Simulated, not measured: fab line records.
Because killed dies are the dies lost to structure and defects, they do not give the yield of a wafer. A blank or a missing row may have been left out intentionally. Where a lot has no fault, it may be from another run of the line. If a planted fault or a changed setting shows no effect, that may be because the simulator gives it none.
Matching of chambers | flow nand harc | NHARC_A_STAIRCASE_ETCH_313 on rie diel-07 has 4 sister chambers
The step etches the open film in CF4/CHF3. 14 wafers are shown with their chamber, then 7 later ones without.

## EACH WAFER AND ITS CHAMBER
wafer  | chamber | showerhead plenum p Torr (Torr) | drypump motor current A (A) | rf vpp V (V)
L075.2 | 1       | 1.48                            | 5.6                         | 367.5
L075.4 | 3       | 1.61                            | 5.7                         | 372.2
L075.6 | 1       | 1.48                            | 5.6                         | 367.8
L079.1 | 0       | 1.70                            | 6.3                         | 374.1
L079.3 | 3       | 1.61                            | 5.8                         | 372.0
L079.6 | 1       | 1.48                            | 5.6                         | 366.4
L085.1 | 3       | 1.61                            | 5.7                         | 371.8
L085.4 | 2       | 1.49                            | 6.0                         | 368.7
L085.6 | 1       | 1.48                            | 5.6                         | 367.8
L086.1 | 0       | 1.69                            | 6.3                         | 374.2
L086.2 | 2       | 1.49                            | 6.0                         | 367.5
L086.4 | 1       | 1.48                            | 5.6                         | 367.9
L087.1 | 1       | 1.48                            | 5.6                         | 367.3
L087.4 | 0       | 1.69                            | 6.2                         | 375.8

SIGNATURES (means of the wafers above)
reading                  | chamber 0 | chamber 1 | chamber 2 | chamber 3 | scatter within a chamber
showerhead plenum p Torr | 1.6933    | 1.4800    | 1.4900    | 1.6100    | 0.00258
drypump motor current A  | 6.267     | 5.600     | 6.000     | 5.733     | 0.0365
rf vpp V                 | 374.700   | 367.450   | 368.100   | 372.000   | 0.648
Rule: distance of a wafer from a chamber = root of the sum over the readings of ((wafer's reading minus chamber's mean) / reading's scatter) squared. The wafer belongs to the nearest chamber; if the next one is less than 2 further off, it can't be placed. The scatter is the square root of a quotient: the sum, over the shown wafers, of each reading's squared deviation from its chamber's mean, divided by wafers minus chambers.

## WAFERS WITHOUT THEIR CHAMBER
wafer  | showerhead plenum p Torr (Torr) | drypump motor current A (A) | rf vpp V (V)
L087.5 | 1.49                            | 6.1                         | 366.2
L088.2 | 1.49                            | 6.0                         | 368.4
L088.4 | 1.69                            | 6.3                         | 374.3
L088.5 | 1.69                            | 6.2                         | 375.0
L096.2 | 1.60                            | 5.7                         | 370.9
L096.5 | 1.60                            | 5.7                         | 371.4
L096.6 | 1.69                            | 6.3                         | 376.8

## WHICH CHAMBER EACH ONE RAN IN
wafer  | from the rows above | in truth
L087.5 | 2                   | 2
L088.2 | 2                   | 2
L088.4 | 0                   | 0
L088.5 | 0                   | 0
L096.2 | 3                   | 3
L096.5 | 3                   | 3
L096.6 | 0                   | 0
Correct placement for 7 of the 7. Not placeable from these rows: 0. Number placed wrongly: 0.
